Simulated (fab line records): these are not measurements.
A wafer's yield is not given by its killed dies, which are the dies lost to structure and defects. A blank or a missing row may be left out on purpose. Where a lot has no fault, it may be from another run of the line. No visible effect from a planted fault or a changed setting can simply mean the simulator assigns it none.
Which tool did it? / flow nand-harc / 12 lots, 36 wafers sampled, at 5 steps of a route of 1159

## WHAT THE GAUGES READ, wafer by wafer
NHARC_A_BONDPAD_THK_MEAS_20: measures by xrf. Usual: thk-nm at 169.7 nm, with a standard deviation of 1.5.
lot=L387; measured=day 18 08:22; on=film-metro-01; thk-nm (nm)=167.0 170.9 170.0; flag=
lot=L390; measured=day 18 20:43; on=film-metro-01; thk-nm (nm)=172.9 170.8 171.8; flag=
lot=L388; measured=day 18 21:02; on=film-metro-01; thk-nm (nm)=170.4 169.7 171.5; flag=
lot=L389; measured=day 19 01:34; on=film-metro-02; thk-nm (nm)=170.3 168.3 168.6; flag=
lot=L394; measured=day 20 01:32; on=film-metro-01; thk-nm (nm)=169.4 167.2 172.3; flag=
lot=L395; measured=day 20 03:40; on=film-metro-02; thk-nm (nm)=169.3 169.3 169.7; flag=
lot=L401; measured=day 22 04:21; on=film-metro-02; thk-nm (nm)=171.0 170.5 167.7; flag=
lot=L406; measured=day 22 05:16; on=film-metro-01; thk-nm (nm)=171.8 168.9 170.8; flag=
lot=L405; measured=day 22 17:19; on=film-metro-02; thk-nm (nm)=166.4 172.9 169.4; flag=
lot=L407; measured=day 23 01:42; on=film-metro-01; thk-nm (nm)=171.0 170.9 169.3; flag=
lot=L410; measured=day 23 04:01; on=film-metro-02; thk-nm (nm)=171.5 166.1 170.9; flag=
lot=L408; measured=day 23 17:42; on=film-metro-02; thk-nm (nm)=171.1 169.0 168.8; flag=

NHARC_END_SORT_01. Usual: killed-at-array 25, standard deviation 10; killed-at-other 0.6, standard deviation 0.91; killed-at-periphery 3.6, standard deviation 2.9; killed-dies 29, standard deviation 10; killed-open 3.3, standard deviation 2; killed-short 1.9, standard deviation 1.5.
lot=L394; measured=day 21 03:53; on=prober-02; killed-at-array=7 7 93; killed-at-other=1 1 1; killed-at-periphery=3 0 2; killed-dies=11 8 96; killed-open=1 3 1; killed-short=1 0 0; flag=

## WHAT TOOL EACH LOT RAN ON (gives the tool, then ch and the chambers of the sampled wafers, and finally the start)
lot=L387; NHARC_A_STAIRCASE_STRIP_295=rie-diel-12 ch 0,1,2, day 11 07:49; NHARC_A_BONDPAD_PVD_27=pvd-sputter-01, day 18 08:22 or earlier; NHARC_THIN_TSV_ETCH_44=rie-diel-07 ch 2,3, day 18 23:25
lot=L390; NHARC_A_STAIRCASE_STRIP_295=rie-diel-12 ch 0,2, day 11 23:05; NHARC_A_BONDPAD_PVD_27=pvd-sputter-01, day 18 20:43 or earlier; NHARC_THIN_TSV_ETCH_44=rie-diel-07 ch 0,1,3, day 19 11:16
lot=L388; NHARC_A_STAIRCASE_STRIP_295=rie-diel-11 ch 0,1,3, day 12 01:42; NHARC_A_BONDPAD_PVD_27=pvd-sputter-02, day 18 21:02 or earlier; NHARC_THIN_TSV_ETCH_44=rie-diel-06 ch 0,1,2, day 19 12:41
lot=L389; NHARC_A_STAIRCASE_STRIP_295=rie-diel-12 ch 0,2,3, day 12 13:12; NHARC_A_BONDPAD_PVD_27=pvd-sputter-01, day 19 01:34 or earlier; NHARC_THIN_TSV_ETCH_44=rie-diel-07 ch 1,2,3, day 19 16:49
lot=L394; NHARC_A_STAIRCASE_STRIP_295=rie-diel-12 ch 0,1,2, day 13 01:04; NHARC_A_BONDPAD_PVD_27=pvd-sputter-01, day 20 01:32 or earlier; NHARC_THIN_TSV_ETCH_44=rie-diel-08 ch 0,1,3, day 20 15:46
lot=L395; NHARC_A_STAIRCASE_STRIP_295=rie-diel-11 ch 2,3, day 13 11:16; NHARC_A_BONDPAD_PVD_27=pvd-sputter-01, day 20 03:40 or earlier; NHARC_THIN_TSV_ETCH_44=rie-diel-08 ch 1,3, day 20 16:57
lot=L401; NHARC_A_STAIRCASE_STRIP_295=rie-diel-11 ch 0,2,3, day 15 12:14; NHARC_A_BONDPAD_PVD_27=pvd-sputter-03, day 22 04:21 or earlier; NHARC_THIN_TSV_ETCH_44=rie-diel-08 ch 0,1,2, day 22 15:02
lot=L406; NHARC_A_STAIRCASE_STRIP_295=rie-diel-05 ch 0,3, day 15 20:31; NHARC_A_BONDPAD_PVD_27=pvd-sputter-02, day 22 05:16 or earlier; NHARC_THIN_TSV_ETCH_44=rie-diel-08 ch 0,1,2, day 22 21:48
lot=L405; NHARC_A_STAIRCASE_STRIP_295=rie-diel-05 ch 0,2,3, day 16 07:05; NHARC_A_BONDPAD_PVD_27=pvd-sputter-02, day 22 17:19 or earlier; NHARC_THIN_TSV_ETCH_44=rie-diel-07 ch 0,2,3, day 23 07:02
lot=L407; NHARC_A_STAIRCASE_STRIP_295=rie-diel-11 ch 0,1,2, day 17 02:37; NHARC_A_BONDPAD_PVD_27=pvd-sputter-01, day 23 01:42 or earlier; NHARC_THIN_TSV_ETCH_44=rie-diel-06 ch 0,1,2, day 23 14:55
lot=L410; NHARC_A_STAIRCASE_STRIP_295=rie-diel-05 ch 0,3, day 17 02:59; NHARC_A_BONDPAD_PVD_27=pvd-sputter-02, day 23 04:01 or earlier; NHARC_THIN_TSV_ETCH_44=rie-diel-06 ch 1,2, day 23 17:10
lot=L408; NHARC_A_STAIRCASE_STRIP_295=rie-diel-11 ch 0,1,2, day 17 12:35; NHARC_A_BONDPAD_PVD_27=pvd-sputter-03, day 23 17:42 or earlier; NHARC_THIN_TSV_ETCH_44=rie-diel-07 ch 1,2,3, day 24 06:34
- NHARC_A_STAIRCASE_STRIP_295: strips in O2.
- NHARC_A_BONDPAD_PVD_27: deposits Cu, target thk 30 nm, time 20.49 s.
- NHARC_THIN_TSV_ETCH_44: etches the open film in CF4/O2, target depth 1594.2 nm, time 797.1 s.

## WHAT THE TOOLS THEMSELVES READ (means of the sampled wafers that have a number; where no wafer has one, the mark that the record gives instead)
NHARC_A_STAIRCASE_STRIP_295. Usual: drypump-motor-current-A 5.8 A, standard deviation 0.5; oes-product-au 0.997 a.u., standard deviation 0.014; rf-vpp-V 57.8 V, standard deviation 0.93; showerhead-plenum-p-Torr 3.54 Torr, standard deviation 0.19; throttle-valve-pct 17.037 %, standard deviation 0.0082.
lot=L387; tool=rie-diel-12; drypump-motor-current-A (A)=5.8; oes-product-au (a.u.)=0.988; rf-vpp-V (V)=57.3; showerhead-plenum-p-Torr (Torr)=3.61; throttle-valve-pct (%)=17.037; flag=
lot=L390; tool=rie-diel-12; drypump-motor-current-A (A)=5.6; oes-product-au (a.u.)=0.986; rf-vpp-V (V)=57.2; showerhead-plenum-p-Torr (Torr)=3.46; throttle-valve-pct (%)=17.033; flag=
lot=L388; tool=rie-diel-11; drypump-motor-current-A (A)=6.0; oes-product-au (a.u.)=0.997; rf-vpp-V (V)=58.5; showerhead-plenum-p-Torr (Torr)=3.49; throttle-valve-pct (%)=17.041; flag=
lot=L389; tool=rie-diel-12; drypump-motor-current-A (A)=5.6; oes-product-au (a.u.)=0.995; rf-vpp-V (V)=57.9; showerhead-plenum-p-Torr (Torr)=3.55; throttle-valve-pct (%)=17.039; flag=
lot=L394; tool=rie-diel-12; drypump-motor-current-A (A)=5.8; oes-product-au (a.u.)=0.994; rf-vpp-V (V)=57.2; showerhead-plenum-p-Torr (Torr)=3.60; throttle-valve-pct (%)=17.036; flag=
lot=L395; tool=rie-diel-11; drypump-motor-current-A (A)=6.3; oes-product-au (a.u.)=0.978; rf-vpp-V (V)=58.4; showerhead-plenum-p-Torr (Torr)=3.63; throttle-valve-pct (%)=17.041; flag=
lot=L401; tool=rie-diel-11; drypump-motor-current-A (A)=6.2; oes-product-au (a.u.)=0.994; rf-vpp-V (V)=58.3; showerhead-plenum-p-Torr (Torr)=3.48; throttle-valve-pct (%)=17.039; flag=
lot=L406; tool=rie-diel-05; drypump-motor-current-A (A)=5.9; oes-product-au (a.u.)=0.998; rf-vpp-V (V)=58.6; showerhead-plenum-p-Torr (Torr)=3.70; throttle-valve-pct (%)=17.035; flag=
lot=L405; tool=rie-diel-05; drypump-motor-current-A (A)=5.8; oes-product-au (a.u.)=1.001; rf-vpp-V (V)=57.5; showerhead-plenum-p-Torr (Torr)=3.55; throttle-valve-pct (%)=17.041; flag=
lot=L407; tool=rie-diel-11; drypump-motor-current-A (A)=5.9; oes-product-au (a.u.)=1.005; rf-vpp-V (V)=58.2; showerhead-plenum-p-Torr (Torr)=3.62; throttle-valve-pct (%)=17.040; flag=
lot=L410; tool=rie-diel-05; drypump-motor-current-A (A)=5.9; oes-product-au (a.u.)=1.008; rf-vpp-V (V)=57.6; showerhead-plenum-p-Torr (Torr)=3.69; throttle-valve-pct (%)=17.039; flag=
lot=L408; tool=rie-diel-11; drypump-motor-current-A (A)=5.9; oes-product-au (a.u.)=0.994; rf-vpp-V (V)=57.9; showerhead-plenum-p-Torr (Torr)=3.62; throttle-valve-pct (%)=17.040; flag=

NHARC_A_BONDPAD_PVD_27. Usual: throttle-valve-pct at 30.1 %, with a standard deviation of 1.1.
lot=L387; tool=pvd-sputter-01; throttle-valve-pct (%)=30.6; flag=
lot=L390; tool=pvd-sputter-01; throttle-valve-pct (%)=29.9; flag=
lot=L388; tool=pvd-sputter-02; throttle-valve-pct (%)=30.7; flag=
lot=L389; tool=pvd-sputter-01; throttle-valve-pct (%)=30.5; flag=
lot=L394; tool=pvd-sputter-01; throttle-valve-pct (%)=30.0; flag=
lot=L395; tool=pvd-sputter-01; throttle-valve-pct (%)=30.8; flag=
lot=L401; tool=pvd-sputter-03; throttle-valve-pct (%)=29.3; flag=
lot=L406; tool=pvd-sputter-02; throttle-valve-pct (%)=30.8; flag=
lot=L405; tool=pvd-sputter-02; throttle-valve-pct (%)=30.1; flag=
lot=L407; tool=pvd-sputter-01; throttle-valve-pct (%)=31.0; flag=
lot=L410; tool=pvd-sputter-02; throttle-valve-pct (%)=30.9; flag=
lot=L408; tool=pvd-sputter-03; throttle-valve-pct (%)=29.6; flag=

NHARC_THIN_TSV_ETCH_44. Usual: bias-w 800.1 W, standard deviation 2.4; drypump-motor-current-A 5.9 A, standard deviation 0.49; oes-product-au 1.002 a.u., standard deviation 0.019; rf-vpp-V 794 V, standard deviation 3.6; showerhead-plenum-p-Torr 1.83 Torr, standard deviation 0.057; throttle-valve-pct 16.914 %, standard deviation 0.0086.
lot=L387; tool=rie-diel-07; bias-w (W)=799.1; drypump-motor-current-A (A)=5.9; oes-product-au (a.u.)=0.988; rf-vpp-V (V)=795; showerhead-plenum-p-Torr (Torr)=1.85; throttle-valve-pct (%)=16.913; flag=
lot=L390; tool=rie-diel-07; bias-w (W)=798.6; drypump-motor-current-A (A)=6.3; oes-product-au (a.u.)=0.992; rf-vpp-V (V)=791; showerhead-plenum-p-Torr (Torr)=1.79; throttle-valve-pct (%)=16.907; flag=
lot=L388; tool=rie-diel-06; bias-w (W)=800.6; drypump-motor-current-A (A)=5.5; oes-product-au (a.u.)=1.003; rf-vpp-V (V)=794; showerhead-plenum-p-Torr (Torr)=1.83; throttle-valve-pct (%)=16.913; flag=
lot=L389; tool=rie-diel-07; bias-w (W)=801.7; drypump-motor-current-A (A)=6.1; oes-product-au (a.u.)=0.995; rf-vpp-V (V)=795; showerhead-plenum-p-Torr (Torr)=1.84; throttle-valve-pct (%)=16.911; flag=
lot=L394; tool=rie-diel-08; bias-w (W)=803.5; drypump-motor-current-A (A)=5.8; oes-product-au (a.u.)=1.019; rf-vpp-V (V)=796; showerhead-plenum-p-Torr (Torr)=1.87; throttle-valve-pct (%)=16.915; flag=
lot=L395; tool=rie-diel-08; bias-w (W)=802.8; drypump-motor-current-A (A)=5.9; oes-product-au (a.u.)=1.018; rf-vpp-V (V)=797; showerhead-plenum-p-Torr (Torr)=1.88; throttle-valve-pct (%)=16.913; flag=
lot=L401; tool=rie-diel-08; bias-w (W)=800.8; drypump-motor-current-A (A)=5.8; oes-product-au (a.u.)=0.993; rf-vpp-V (V)=793; showerhead-plenum-p-Torr (Torr)=1.82; throttle-valve-pct (%)=16.918; flag=
lot=L406; tool=rie-diel-08; bias-w (W)=801.6; drypump-motor-current-A (A)=5.8; oes-product-au (a.u.)=0.991; rf-vpp-V (V)=794; showerhead-plenum-p-Torr (Torr)=1.82; throttle-valve-pct (%)=16.907; flag=
lot=L405; tool=rie-diel-07; bias-w (W)=797.9; drypump-motor-current-A (A)=5.9; oes-product-au (a.u.)=1.010; rf-vpp-V (V)=792; showerhead-plenum-p-Torr (Torr)=1.81; throttle-valve-pct (%)=16.916; flag=
lot=L407; tool=rie-diel-06; bias-w (W)=797.6; drypump-motor-current-A (A)=5.4; oes-product-au (a.u.)=1.011; rf-vpp-V (V)=794; showerhead-plenum-p-Torr (Torr)=1.83; throttle-valve-pct (%)=16.918; flag=
lot=L410; tool=rie-diel-06; bias-w (W)=800.4; drypump-motor-current-A (A)=5.3; oes-product-au (a.u.)=1.008; rf-vpp-V (V)=796; showerhead-plenum-p-Torr (Torr)=1.87; throttle-valve-pct (%)=16.920; flag=
lot=L408; tool=rie-diel-07; bias-w (W)=799.0; drypump-motor-current-A (A)=6.0; oes-product-au (a.u.)=1.006; rf-vpp-V (V)=795; showerhead-plenum-p-Torr (Torr)=1.84; throttle-valve-pct (%)=16.913; flag=

## THE ANSWER, worked out from the rows above alone
Rule: lot off if the mean of its wafers having a number is beyond 3 standard deviations from the usual mean. A lot without any number at a reading at which 4 lots or more have one is off too. All remaining lots with rows at the step are treated as sound. The gauges are gone through in route order, then the tools' own readings, and for those a lot's mean is taken as printed above. At the first step where some lot is off, the reading lying furthest off is the one used; lots without a number count as furthest.
No lot is off at any reading shown: from this, nothing can be told.

## WHAT THE SIMULATOR HAD INSERTED
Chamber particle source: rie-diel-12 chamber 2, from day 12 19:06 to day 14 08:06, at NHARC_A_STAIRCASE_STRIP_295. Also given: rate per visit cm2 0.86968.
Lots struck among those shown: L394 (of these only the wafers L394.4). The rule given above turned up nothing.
